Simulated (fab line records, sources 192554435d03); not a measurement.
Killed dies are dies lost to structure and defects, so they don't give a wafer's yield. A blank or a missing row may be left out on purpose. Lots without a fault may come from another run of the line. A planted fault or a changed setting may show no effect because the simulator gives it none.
A struck lot beside a sound one | flow n5_finfet | 33 steps out of a route of 1938
Sound: wafers L724.1, L724.4, L724.6. Struck: wafer L732.5. (L732.3 of the same lot was not struck and is left out.) The cause comes at the end.
At each step with rows: each side's tool, then ch and its chambers, then its first start. Under that, the readings that differ: sound wafers | struck wafers | difference of the means | sigmas: that difference in standard deviations of wafers without a fault.
alike: readings whose means differ by less than 2 such deviations, and words and numbers that are the same on both sides. not compared: withheld readings, readings that some wafer has no value for, bounds like >300 that may hide the same value, and numbers for which the record gives no deviation and whose values overlap.
The two part at a step that has a row with sigmas, a row that says differs or no value, or rows on one side only. Numbers that don't overlap but have no deviation are shown without sigmas and don't part them. A reading that every wafer of one side lacks parts them only if that side has two wafers or more.

first, 7 steps without rows for these wafers: N5_BEOL_M15_COAT_22 (resist thk 800 nm); N5_BEOL_M15_EBR_24; N5_BEOL_M15_SOFTBAKE_23 (time 60 s); N5_BEOL_M15_EXPOSE_25 (exposes mask M15, target cd 400 nm); N5_BEOL_M15_PEB_26 (peb time 90 s); N5_BEOL_M15_DEVELOP_27 (develop time 45 s); N5_BEOL_M15_HARDBAKE_32 (time 120 s).
N5_BEOL_M15_CD_MEAS_28: target cd 407.6 nm.
  sound on cd_sem-02 ch 0, day 12 09:45; struck on cd_sem-03 ch 0, day 15 02:41
  reading    | sound             | struck | difference | sigmas
  cd_nm (nm) | 408.9 410.8 409.0 | 405.3  | -4.3       | -2
N5_BEOL_M15_OVL_MEAS_29:
  sound on overlay-01 ch 0, day 12 09:47; struck on overlay-02 ch 0, day 15 02:43
  alike: M15_OVL
N5_BEOL_M15_INSPECT_30: inspects for defects (macro).
  sound on defect_inspect-01, day 12 09:48; struck on defect_inspect-01, day 15 02:44
  alike: raw_defect_count
then, 1 step without rows for these wafers: N5_BEOL_M15_DESCUM_33 (chemistry O2, time 7.9 s).
N5_BEOL_M15_ETCH_61: etches BARC in N2/H2, target depth 89 nm, overetch 26.7 nm, time 67.9 s.
  sound on rie_diel-01 ch 0,3, day 12 09:58; struck on rie_diel-01 ch 3, day 15 02:58
  alike: drypump_motor_current_A, h2_flow_sccm, oes_product_au, rf_vpp_V, showerhead_plenum_p_Torr, throttle_valve_pct
  not compared: rf_hours_counter_h
N5_BEOL_M15_TRENCH_ETCH_34: etches SiO2 in C4F8/O2/Ar, target depth 872.93 nm, time 199 s.
  sound on rie_diel-01 ch 0,3, day 12 10:01; struck on rie_diel-01 ch 3, day 15 03:01
  reading                                    | sound             | struck | difference | sigmas
  model.etch.depth_nm (nm)                   | 878.1 875.2 847.1 | 1211   | +344       |
  model.coat_of_BEOL_M15_COAT_22.thk_nm (nm) | 541 540 551.2     | 474.8  | -69.3      |
  alike: O2_flow_sccm, drypump_motor_current_A, oes_f_703_au, oes_product_au, rf_vpp_V, showerhead_plenum_p_Torr, throttle_valve_pct
  not compared: rf_hours_counter_h, model.BEOL_M15.cd_nm
then, 1 step without rows for these wafers: N5_BEOL_M15_STRIP_36 (strips in O2).
N5_BEOL_M15_STRIP_62: strips in O2.
  sound on rie_diel-04 ch 0,2,3; struck on rie_diel-04 ch 2
  alike: drypump_motor_current_A, oes_product_au, rf_vpp_V, showerhead_plenum_p_Torr, throttle_valve_pct
  not compared: rf_hours_counter_h
N5_BEOL_M15_STRIP_37: strips in O2.
  sound on rie_diel-04 ch 0,2,3; struck on rie_diel-04 ch 2
  alike: drypump_motor_current_A, oes_product_au, rf_vpp_V, showerhead_plenum_p_Torr, throttle_valve_pct
  not compared: rf_hours_counter_h
then, 6 steps without rows for these wafers: N5_BEOL_M15_ETCH_38 (etches SiCN in CF4/N2, target depth 106.4 nm, time 120.5 s); N5_BEOL_M15_PRECLEAN_39 (cleans in residue remover, time 60 s); N5_BEOL_M15_SRD_40 (time 30 s, dry time 30 s); N5_BEOL_M15_DEGAS_41 (time 60 s); N5_BEOL_M15_PRE_CLEAN_42 (time 30 s); N5_BEOL_M15_SPUTTER_43 (material TaN, target thk 15 nm, time 24.19 s).
N5_BEOL_M15_SPUTTER_44: material Ta, target thk 15 nm, time 24.19 s.
  sound on pvd_sputter-01, day 12 11:10; struck on pvd_sputter-02, day 15 04:44
  reading                | sound             | struck | difference | sigmas
  cathode_dc_power_W (W) | 14998 14994 14997 | 15005  | +9         | +3
  alike: throttle_valve_pct
then, 2 steps without rows for these wafers: N5_BEOL_M15_SPUTTER_45 (material Cu, target thk 100 nm, time 16.67 s); N5_BEOL_M15_ECD_47 (material Cu, target thk 1860 nm).
N5_BEOL_M15_ANNEAL_48: time 90 s.
  sound on rtp_anneal-02 ch 0, day 12 11:41; struck on rtp_anneal-01 ch 0, day 15 05:46
  alike: wafer_temp_C_max
N5_BEOL_M15_CMP_49: polishes, stops on SiO2, t overpolish 4.9 s, target thk 850 nm.
  sound on cmp-03 ch 1,2, day 12 11:59; struck on cmp-04 ch 2, day 15 06:03
  reading                                 | sound           | struck | difference | sigmas
  model.Cu_of_BEOL_M15_ECD_47.thk_nm (nm) | 856.4 853.6 826 | 1188   | +343       |
  alike: clearing_platen_rpm, head_pressure_psi, motor_current_A
N5_BEOL_M15_THK_MEAS_50: measures by xrf.
  sound on film_metro-01, day 12 12:17; struck on film_metro-01, day 15 06:16
  reading      | sound       | struck | difference | sigmas
  M15_THK (nm) | 872 873 849 | 1212   | +347       | +16
then, 2 steps without rows for these wafers: N5_BEOL_M15_PRE_CLEAN_52 (time 15 s); N5_BEOL_M15_DEP_53 (deposits SiCN from 3MS/NH3, target thk 50 nm, time 17.8 s).
N5_BEOL_M15_RS_MEAS_54: measures by four-point-probe.
  sound on film_metro-01, day 12 12:26; struck on film_metro-01, day 15 06:26
  reading         | sound                | struck | difference | sigmas
  M15_RS (ohm/sq) | 0.0214 0.0215 0.0222 | 0.0154 | -0.0063    | -12
N5_BEOL_M15_INSPECT_55: inspects for defects (darkfield).
  sound on defect_inspect-01, day 12 12:28; struck on defect_inspect-01, day 15 06:28
  alike: raw_defect_count
N5_PASSIVATION_PROBE_49:
  sound on prober-02, day 13 02:13; struck on prober-02, day 15 20:45
  alike: defect_limited_yield, killed_at_M0_to_M3, killed_at_M4_up, killed_at_contacts, killed_at_front_end, killed_at_other, killed_dies, killed_open, killed_short, sort_bin_5_function, sort_bin_6_memory, sort_bin_8_speed, sort_n_pass, sort_yield_pct

WHERE THEY PART
First at N5_BEOL_M15_CD_MEAS_28; last, within this record, at N5_BEOL_M15_RS_MEAS_54. Later steps at which nothing parts them and some readings are alike: N5_BEOL_M15_INSPECT_55, N5_PASSIVATION_PROBE_49.

WHY: what the simulator had put in
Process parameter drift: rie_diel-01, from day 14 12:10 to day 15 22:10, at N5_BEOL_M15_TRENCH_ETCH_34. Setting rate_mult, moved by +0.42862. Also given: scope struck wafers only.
